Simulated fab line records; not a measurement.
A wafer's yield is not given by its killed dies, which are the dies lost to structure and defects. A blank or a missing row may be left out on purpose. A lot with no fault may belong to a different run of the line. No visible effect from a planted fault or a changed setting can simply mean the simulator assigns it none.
fab line records	flow nand-harc
[record] lots = 6	wafers = 18	last-day = 31
route steps=1302 shown A_SLIT@926 END@1302
lots untouched by any fault: they come from a run of this same line in which no faults occurred
start-h: hours from the record's first day to the start of the lot's first wafer shown	wait-h: time in hours since the lot's previous step	" the same as in the row above	L1.1+2: several wafers, shown together as one row	- no value, or no start given	* or withheld: withheld	< > ~ a bound
route shown NAME@n: a module of which the file shows steps, and the number in the route of the first	usual: mean and standard deviation over wafers with no fault	same: alike in all rows	chamber/n: place in a boat	sites: each site's reading	_std_site: their standard deviation	_edge_site: mean of outer sites minus mean of inner sites	radius-mm: how far each site lies from the wafer's centre	mask NAME#n: copy n	behind: tool/chamber where the wafer was last shaped	hold: reason for holding the lot/hours on hold/outcome of the hold	device: the transistor (n, p or np) that didn't switch	end of line: the same wafers' tests at the end of the route	for a step that has no rows: nothing shown but its recipe	killed: count of dies lost to structure and defects at first sort (not the wafer's yield)	map: a wafer's dies, x killed, . not, _ none there
set.NAME: the setting that was run; set.NAME@STEP: the one run at that earlier step	model.NAME: the simulator's own value behind a step, which no gauge read
lots at selected steps of the route; one table per step, one row per wafer
services: when a tool's chamber went out of use (start-h, in hours from the record's first day, below 0 if earlier), for how many hours, and the reason
[[steps]]
[step NHARC_A_SLIT_HMDS_02]
[recipe] time-s = 30
[step NHARC_A_SLIT_COAT_03]
[recipe] spin-rpm = 1500	resist-thk-nm = 90
[step NHARC_A_SLIT_SOFTBAKE_04]
[recipe] temp-c = 105	time-s = 55
[step NHARC_A_SLIT_EBR_05]
[step NHARC_A_SLIT_EXPOSE_06]
[recipe] na = 1.35	dose-mj = 60.82	mask-id = SLIT
[step NHARC_A_SLIT_PEB_07]
[recipe] peb-temp-c = 100	peb-time-s = 65
[step NHARC_A_SLIT_DEVELOP_08]
[recipe] develop-time-s = 35	dev-temp-c = 23
[step NHARC_A_SLIT_CD_MEAS_09]
[recipe] target-cd-nm = 300	landing-energy-ev = 500
[usual] cd-nm = 299.7/0.5
lot.wafer	tool	chamber	start-h	wait-h	cd-nm
L450.1	cd-sem-01	0	460.35	-	299.9
L450.4	"	0	"	"	300.1
L450.5	"	0	"	"	300.9
L448.4	cd-sem-01	0	461.94	-	299.8
L448.5	"	0	"	"	299.2
L448.6	"	0	"	"	299.2
L459.1	cd-sem-02	0	561.60	-	299.7
L459.2	"	0	"	"	299.2
L459.5	"	0	"	"	300.0
L460.1	cd-sem-03	0	570.26	-	298.9
L460.2	"	0	"	"	299.1
L460.3	"	0	"	"	299.2
L462.1	cd-sem-01	0	585.66	-	299.6
L462.3	"	0	"	"	298.9
L462.6	"	0	"	"	300.4
L468.1	cd-sem-01	0	640.32	-	300.5
L468.3	"	0	"	"	298.9
L468.5	"	0	"	"	300.6
[step NHARC_A_SLIT_OVL_MEAS_10]
[usual] overlay-x-nm = 0.1/0.83	overlay-y-nm = -0.2/0.7
lot.wafer	tool	chamber	start-h	wait-h	overlay-x-nm	overlay-y-nm
L450.1	overlay-02	-	460.43	-	0.3	-0.4
L450.4	"	-	"	"	-0.1	-0.6
L450.5	"	-	"	"	0.3	-0.2
L448.4	overlay-02	-	462.02	-	0.1	-1.2
L448.5	"	-	"	"	0.3	-1.3
L448.6	"	-	"	"	0.2	-1.3
L459.1	overlay-01	-	561.69	-	0.0	-0.3
L459.2	"	-	"	"	0.1	-0.4
L459.5	"	-	"	"	-0.1	-0.8
L460.1	overlay-02	-	570.35	-	0.7	1.3
L460.2	"	-	"	"	0.9	1.1
L460.3	"	-	"	"	0.3	1.1
L462.1	overlay-02	-	585.74	-	1.3	-0.3
L462.3	"	-	"	"	1.0	-0.5
L462.6	"	-	"	"	1.0	0.0
L468.1	overlay-02	-	640.41	-	1.7	-0.2
L468.3	"	-	"	"	1.7	-0.3
L468.5	"	-	"	"	1.2	0.1
[step NHARC_A_SLIT_INSPECT_11]
[usual] raw-defect-count = 54/35
lot.wafer	tool	chamber	start-h	wait-h	raw-defect-count
L450.1	defect-inspect-01	-	460.47	0.0	17
L450.4	"	-	"	"	19
L450.5	"	-	"	"	24
L448.4	defect-inspect-01	-	462.06	0.0	15
L448.5	"	-	"	"	27
L448.6	"	-	"	"	15
L459.1	defect-inspect-01	-	561.73	0.0	76
L459.2	"	-	"	"	91
L459.5	"	-	"	"	96
L460.1	defect-inspect-01	-	570.38	0.0	81
L460.2	"	-	"	"	90
L460.3	"	-	"	"	75
L462.1	defect-inspect-01	-	585.78	0.0	74
L462.3	"	-	"	"	54
L462.6	"	-	"	"	63
L468.1	defect-inspect-01	-	640.45	0.0	16
L468.3	"	-	"	"	33
L468.5	"	-	"	"	34
[step NHARC_A_SLIT_DESCUM_14]
[recipe] time-s = 3	o2-flow-sccm = 200	ar-flow-sccm = 0	bias-power-w = 0	chemistry = O2
[usual] drypump-motor-current-A = 5.8/0.44	oes-product-au = 0.996/0.0098	rf-vpp-V = 57.9/0.95	showerhead-plenum-p-Torr = 1.93/0.082	throttle-valve-pct = 11.310/0.0098
lot.wafer	tool	chamber	start-h	wait-h	drypump-motor-current-A	oes-product-au	rf-hours-counter-h	rf-vpp-V	showerhead-plenum-p-Torr	throttle-valve-pct
L450.4	rie-diel-10	0	460.54	0.1	5.4	0.995	1.0	56.0	1.79	11.316
L450.1	"	2	"	"	5.4	1.005	1.4	56.7	2.01	11.302
L450.5	"	0	"	"	5.4	0.994	-	56.7	1.79	11.317
L448.4	rie-diel-05	0	462.13	0.1	5.5	1.009	2.5	56.9	1.88	11.307
L448.5	"	3	"	"	5.6	0.989	-	59.5	1.89	11.296
L448.6	"	0	"	"	5.5	1.013	-	56.9	1.88	11.293
L459.1	rie-diel-10	0	561.79	0.1	5.4	0.990	7.4	56.5	1.79	11.309
L459.2	"	2	"	"	5.5	1.000	8.5	58.2	2.01	11.285
L459.5	"	1	"	"	5.2	1.002	-	58.4	1.87	11.311
L460.1	rie-diel-10	3	570.45	0.1	6.0	1.002	9.1	58.0	2.01	11.304
L460.2	"	0	"	"	5.5	0.983	8.7	57.0	1.79	11.310
L460.3	"	1	"	"	5.3	1.005	8.9	58.7	1.87	11.303
L462.3	rie-diel-04	3	585.84	0.1	5.9	0.992	2.7	57.8	1.90	11.314
L462.1	"	1	"	"	4.9	1.002	2.3	56.7	1.82	11.305
L462.6	"	3	"	"	5.9	0.993	-	58.0	1.90	11.295
L468.1	rie-diel-04	0	640.53	0.1	5.9	0.999	6.7	59.1	1.88	11.321
L468.3	"	1	"	"	4.9	1.006	5.5	55.6	1.82	11.307
L468.5	"	3	"	"	5.9	0.990	-	57.7	1.90	11.319
[step NHARC_A_SLIT_ETCH_24]
[recipe] target-depth-a = 1210	time-s = 60.5	cf4-flow-sccm = 100	chf3-flow-sccm = 30	ar-flow-sccm = 0	rf-w = 500	bias-w = 200	chemistry = CF4/CHF3
[usual] chf3-flow-sccm = 30.00/0.083	drypump-motor-current-A = 5.7/0.44	oes-product-au = 0.954/0.019	rf-fwd-power-W = 494.5/2.3	rf-vpp-V = 370.7/2.2	run-length-s = 81.9/0.5	showerhead-plenum-p-Torr = 1.58/0.063	throttle-valve-pct = 16.803/0.0088
lot.wafer	tool	chamber	start-h	wait-h	chf3-flow-sccm	drypump-motor-current-A	oes-product-au	rf-fwd-power-W	rf-hours-counter-h	rf-vpp-V	run-length-s	showerhead-plenum-p-Torr	throttle-valve-pct
L450.1	rie-diel-10	1	460.62	0.1	29.97	5.3	0.961	492.8	1.2	369.5	82.7	1.54	16.784
L450.4	"	2	"	"	30.00	5.4	0.965	495.9	1.4	372.1	81.9	1.65	16.805
L450.5	"	0	"	"	30.03	5.4	0.952	491.4	-	367.3	81.9	1.48	16.797
L448.4	rie-diel-05	2	462.22	0.1	30.06	6.1	0.970	495.9	2.0	372.9	82.6	1.68	16.809
L448.6	"	3	"	"	29.97	5.6	0.944	491.5	-	369.9	81.4	1.56	16.796
L448.5	"	0	"	"	30.12	5.5	0.962	493.3	-	370.6	80.6	1.55	16.795
L459.2	rie-diel-10	3	561.87	0.1	29.85	6.0	0.983	497.5	7.8	373.7	82.4	1.65	16.802
L459.1	"	2	"	"	29.90	5.4	0.996	496.6	8.5	372.6	82.0	1.65	16.821
L459.5	"	3	"	"	29.90	6.0	0.977	496.1	-	374.5	82.3	1.65	16.805
L460.1	rie-diel-10	3	570.53	0.1	29.87	6.0	0.966	496.4	9.1	372.1	82.0	1.65	16.807
L460.3	"	0	"	"	29.89	5.4	0.965	490.6	8.7	366.6	81.9	1.48	16.803
L460.2	"	2	"	"	29.96	5.4	0.981	497.1	9.3	373.4	82.4	1.65	16.805
L462.1	rie-diel-04	3	585.94	0.1	29.91	5.9	0.958	497.7	2.7	370.6	82.6	1.56	16.792
L462.3	"	0	"	"	30.03	5.9	0.961	491.4	2.7	370.7	81.8	1.55	16.803
L462.6	"	2	"	"	29.90	6.3	0.958	496.4	-	371.4	82.4	1.63	16.801
L468.1	rie-diel-04	2	640.61	0.1	29.95	6.3	0.945	493.2	5.1	372.4	82.5	1.63	16.793
L468.3	"	3	"	"	29.95	5.9	0.938	495.7	6.2	372.7	82.1	1.56	16.823
L468.5	"	0	"	"	29.90	5.9	0.961	490.9	-	369.5	81.7	1.55	16.808
[step NHARC_A_SLIT_ETCH_15]
[recipe] target-depth-a = 62000	over-etch-frac = 0.3	time-s = 1612	ion-energy-ev = 150	o2-flow-sccm = 400	cos-flow-sccm = 20	ar-flow-sccm = 0	rf-w = 500	bias-w = 300	chemistry = O2/COS
[usual] drypump-motor-current-A = 5.7/0.43	oes-product-au = 0.998/0.0097	rf-fwd-power-W = 500.2/1.4	rf-vpp-V = 314.5/1.9	run-length-s = 1633.5/0.51	showerhead-plenum-p-Torr = 3.14/0.13	throttle-valve-pct = 28.329/0.0087
lot.wafer	tool	chamber	start-h	wait-h	drypump-motor-current-A	oes-product-au	rf-fwd-power-W	rf-hours-counter-h	rf-vpp-V	run-length-s	showerhead-plenum-p-Torr	throttle-valve-pct	model.A_SLIT.cd-offset-nm
L450.1	rie-diel-10	3	460.71	-	6.0	1.003	501.7	1.3	315.6	1633.9	3.27	28.328	0.2189
L450.4	"	2	"	"	5.4	1.009	501.0	1.6	317.8	1633.4	3.27	28.324	-0.1343
L450.5	"	3	"	"	6.0	0.999	501.1	-	316.7	1633.8	3.27	28.353	-0.3084
L448.4	rie-diel-05	1	462.29	-	6.6	0.990	500.0	2.9	314.7	1633.4	3.18	28.328	-0.5294
L448.6	"	1	"	"	6.5	0.999	500.1	-	315.5	1633.2	3.18	28.333	-0.4212
L448.5	"	2	"	"	6.1	0.997	497.6	-	315.6	1633.7	3.33	28.336	-0.2816
L459.2	rie-diel-10	3	561.96	-	6.1	0.997	501.8	8.0	316.2	1633.7	3.27	28.330	-0.8535
L459.1	"	0	"	"	5.5	0.990	-	7.6	310.4	1071.1	2.93	28.328	-5.981
L459.5	"	0	"	"	5.4	0.992	-	-	312.1	1071.0	2.93	28.335	-6.692
L460.2	rie-diel-10	0	570.62	-	5.5	0.984	-	8.9	312.2	1070.8	2.93	28.325	-7.422
L460.1	"	1	"	"	5.2	1.001	500.2	9.2	313.3	1633.6	3.06	28.335	-0.9939
L460.3	"	2	"	"	5.4	1.009	500.9	9.6	316.8	1633.5	3.27	28.320	-1.508
L462.3	rie-diel-04	3	586.01	-	5.9	0.986	500.0	2.9	314.0	1633.9	3.10	28.319	-1.558
L462.1	"	1	"	"	5.0	1.018	502.5	2.5	313.1	1633.0	2.99	28.328	-0.8732
L462.6	"	3	"	"	5.9	0.985	497.7	-	313.1	1633.9	3.10	28.321	0.07429
L468.1	rie-diel-04	1	640.80	-	5.0	1.003	501.2	5.7	312.1	1632.9	2.98	28.327	-1.328
L468.3	"	3	"	"	5.9	1.001	502.7	6.5	313.9	1633.7	3.10	28.330	-0.9825
L468.5	"	0	"	"	6.0	1.000	500.3	-	314.0	1633.3	3.08	28.319	-0.989
[step NHARC_A_SLIT_ETCH_17]
[recipe] bias-v = 900	source-w = withheld	pressure-mtorr = 20	ar-flow-sccm = 375	c4f8-flow-sccm = 83.3	o2-flow-sccm = 41.7	time-s = 4254.5	target-depth-a = 2.03e+05	chemistry = C4F8/O2/Ar
[usual] drypump-motor-current-A = 5.8/0.59	run-length-s = 4194.5/0	showerhead-plenum-p-Torr = 3.68/0.14	throttle-valve-pct = 32.046/0.0085
lot.wafer	tool	chamber	start-h	wait-h	drypump-motor-current-A	rf-hours-counter-h	run-length-s	showerhead-plenum-p-Torr	throttle-valve-pct
L450.1	har-etch-02	1	462.39	-	5.2	39	4194.5	3.92	32.050
L450.4	"	1	463.61	-	5.1	-	4194.5	3.92	32.040
L450.5	"	0	"	"	5.8	-	4194.5	3.69	32.040
L448.4	har-etch-01	1	466.66	-	6.8	-	4194.5	3.65	32.062
L448.5	"	1	467.86	-	6.8	-	4194.5	3.65	32.046
L448.6	"	0	"	"	5.6	-	4194.5	3.54	32.053
L459.2	har-etch-01	0	563.04	-	5.6	314	4194.5	3.51	32.032
L459.1	"	1	"	"	6.8	314	4194.5	3.62	32.053
L459.5	"	1	566.09	-	6.8	-	4194.5	3.62	32.049
L460.1	har-etch-02	0	571.71	-	5.8	103	4194.5	3.66	32.057
L460.2	"	1	"	"	5.2	103	4194.5	3.88	32.040
L460.3	"	0	"	"	5.8	-	4194.5	3.66	32.056
L462.1	har-etch-02	0	588.66	-	5.8	115	4194.5	3.65	32.043
L462.3	"	0	589.85	-	5.8	-	4194.5	3.65	32.057
L462.6	"	1	591.65	-	5.2	-	4194.5	3.87	32.043
L468.1	har-etch-01	0	642.37	-	5.6	367	4194.5	3.48	32.042
L468.3	"	1	"	"	6.8	-	4194.5	3.60	32.039
L468.5	"	0	644.78	-	5.6	-	4194.5	3.48	32.051
[step NHARC_END_SORT_01]
[recipe] temp-c = 25
[usual] killed-at-array = 55/23	killed-at-other = 1.0/1.2	killed-at-periphery = 3.2/2.7	killed-dies = 59/23	killed-open = 3.1/1.6	killed-short = 2.2/1.5
[same] gross-dies = 677
lot.wafer	tool	chamber	start-h	wait-h	killed-at-array	killed-at-other	killed-at-periphery	killed-dies	killed-open	killed-short
L460.2	prober-01	0	674.13	2.8	672	3	2	677	2	0
L459.1	prober-02	0	673.39	2.5	670	6	1	677	1	5
L459.5	prober-02	0	676.58	3.7	673	0	4	677	4	0
// killed by level:class
L459.1 A_SLIT:area-etch=592 A_CHANNEL_HOLE_D1:chamber-film-flake=27 A_SLIT:chamber-film-flake=19 A_CHANNEL_HOLE_D2:chamber-film-flake=16 A_CONTACT:chamber-film-flake=4 A_M0:chamber-film-flake=3 HYBRID_BOND:chamber-film-flake=3 THIN_TSV:chamber-film-flake=3
L460.2 A_SLIT:area-etch=605 A_CHANNEL_HOLE_D1:chamber-film-flake=32 A_CHANNEL_HOLE_D2:chamber-film-flake=21 A_CONTACT:chamber-film-flake=6 A_STAIRCASE:chamber-film-flake=3 THIN_TSV:chamber-film-flake=3 A_CHANNEL_FILL_D2:chamber-film-flake=2 P_M2:geometric-particle:open=1
L459.5 A_SLIT:area-etch=579 A_CHANNEL_HOLE_D1:chamber-film-flake=33 A_SLIT:chamber-film-flake=26 A_CHANNEL_HOLE_D2:chamber-film-flake=22 A_CONTACT:chamber-film-flake=4 A_STAIRCASE:chamber-film-flake=3 P_GATE:chamber-film-flake=2 A_M0:chamber-film-flake=2
// map L459.1 (x killed, . not)
____________x____________
_________xxxxxxx_________
_______xxxxxxxxxxx_______
______xxxxxxxxxxxxx______
_____xxxxxxxxxxxxxxx_____
____xxxxxxxxxxxxxxxxx____
____xxxxxxxxxxxxxxxxx____
___xxxxxxxxxxxxxxxxxxx___
___xxxxxxxxxxxxxxxxxxx___
__xxxxxxxxxxxxxxxxxxxxx__
__xxxxxxxxxxxxxxxxxxxxx__
_xxxxxxxxxxxxxxxxxxxxxxx_
_xxxxxxxxxxxxxxxxxxxxxxx_
_xxxxxxxxxxxxxxxxxxxxxxx_
_xxxxxxxxxxxxxxxxxxxxxxx_
_xxxxxxxxxxxxxxxxxxxxxxx_
xxxxxxxxxxxxxxxxxxxxxxxxx
xxxxxxxxxxxxxxxxxxxxxxxxx
xxxxxxxxxxxxxxxxxxxxxxxxx
xxxxxxxxxxxxxxxxxxxxxxxxx
xxxxxxxxxxxxxxxxxxxxxxxxx
_xxxxxxxxxxxxxxxxxxxxxxx_
_xxxxxxxxxxxxxxxxxxxxxxx_
_xxxxxxxxxxxxxxxxxxxxxxx_
_xxxxxxxxxxxxxxxxxxxxxxx_
_xxxxxxxxxxxxxxxxxxxxxxx_
__xxxxxxxxxxxxxxxxxxxxx__
__xxxxxxxxxxxxxxxxxxxxx__
___xxxxxxxxxxxxxxxxxxx___
___xxxxxxxxxxxxxxxxxxx___
____xxxxxxxxxxxxxxxxx____
____xxxxxxxxxxxxxxxxx____
_____xxxxxxxxxxxxxxx_____
______xxxxxxxxxxxxx______
_______xxxxxxxxxxx_______
_________xxxxxxx_________
____________x____________
// map L460.2 (x killed, . not)
____________x____________
_________xxxxxxx_________
_______xxxxxxxxxxx_______
______xxxxxxxxxxxxx______
_____xxxxxxxxxxxxxxx_____
____xxxxxxxxxxxxxxxxx____
____xxxxxxxxxxxxxxxxx____
___xxxxxxxxxxxxxxxxxxx___
___xxxxxxxxxxxxxxxxxxx___
__xxxxxxxxxxxxxxxxxxxxx__
__xxxxxxxxxxxxxxxxxxxxx__
_xxxxxxxxxxxxxxxxxxxxxxx_
_xxxxxxxxxxxxxxxxxxxxxxx_
_xxxxxxxxxxxxxxxxxxxxxxx_
_xxxxxxxxxxxxxxxxxxxxxxx_
_xxxxxxxxxxxxxxxxxxxxxxx_
xxxxxxxxxxxxxxxxxxxxxxxxx
xxxxxxxxxxxxxxxxxxxxxxxxx
xxxxxxxxxxxxxxxxxxxxxxxxx
xxxxxxxxxxxxxxxxxxxxxxxxx
xxxxxxxxxxxxxxxxxxxxxxxxx
_xxxxxxxxxxxxxxxxxxxxxxx_
_xxxxxxxxxxxxxxxxxxxxxxx_
_xxxxxxxxxxxxxxxxxxxxxxx_
_xxxxxxxxxxxxxxxxxxxxxxx_
_xxxxxxxxxxxxxxxxxxxxxxx_
__xxxxxxxxxxxxxxxxxxxxx__
__xxxxxxxxxxxxxxxxxxxxx__
___xxxxxxxxxxxxxxxxxxx___
___xxxxxxxxxxxxxxxxxxx___
____xxxxxxxxxxxxxxxxx____
____xxxxxxxxxxxxxxxxx____
_____xxxxxxxxxxxxxxx_____
______xxxxxxxxxxxxx______
_______xxxxxxxxxxx_______
_________xxxxxxx_________
____________x____________
[[services]]
tool	chamber	start-h	hours	kind
rie-diel-04	2	442.74	4.8	repair
har-etch-01	-	449.83	4.8	repair
rie-diel-10	1	450.74	1.6	repair
rie-diel-10	0	453.00	-	clean
rie-diel-10	1	453.00	-	clean
rie-diel-10	2	453.00	-	clean
rie-diel-10	3	453.00	-	clean
rie-diel-04	-	472.28	0.8	repair
rie-diel-10	0	477.50	-	clean
rie-diel-10	1	477.50	-	clean
rie-diel-10	2	477.50	-	clean
rie-diel-10	3	477.50	-	clean
rie-diel-05	-	490.41	0.3	repair
rie-diel-10	0	502.00	-	clean
har-etch-01	-	502.35	5.9	repair
rie-diel-10	2	504.28	4.7	repair
rie-diel-10	-	512.27	0.4	repair
rie-diel-04	-	531.95	9.0	pm
rie-diel-05	-	583.60	9.0	pm
rie-diel-10	-	596.50	9.0	pm
rie-diel-05	0	598.80	4.6	repair
rie-diel-10	1	615.14	6.6	repair
rie-diel-04	1	628.80	5.8	repair
rie-diel-05	1	634.21	2.7	repair
[[key]]
[first-sign] step = NHARC_A_SLIT_ETCH_15	reading = run-length-s	direction = down	sigmas = 99+	usual = *	struck = *
[effect] step = NHARC_END_SORT_01	reading = killed-at-array	direction = up	sigmas = 27	usual = 55	struck = 672
[model-effect] step = NHARC_A_SLIT_ETCH_15	value = A_SLIT.cd-offset-nm	without = -1.077	struck = -6.698
[more-kills-born-at] NHARC_A_SLIT_ETCH_15@rie-diel-10 = 1776
met-at NHARC_A_SLIT_ETCH_15
struck-wafers L459.1,L459.5,L460.2
later-rows-left-out L459.1,L459.5,L460.2
tester-left-out L459,L460
[fault] kind = process-parameter-drift	tool = rie-diel-10	chamber = 0	onset-h = 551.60	steps = NHARC_A_SLIT_ETCH_15	channel = time-s	offset = *	shape = step	end-h = 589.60	acts-in = *	stated = *
// tester-left-out: of these lots the tester's yield and bins aren't shown, on N5 and GAA mostly nor the transistor test; their killed dies are dies lost to structure and defects alone, not to doping, threshold or leakage, so they don't give the yield
// later-rows-left-out: the simulator's readings of these wafers behind a module that went badly wrong aren't trusted and aren't shown, but for the sort
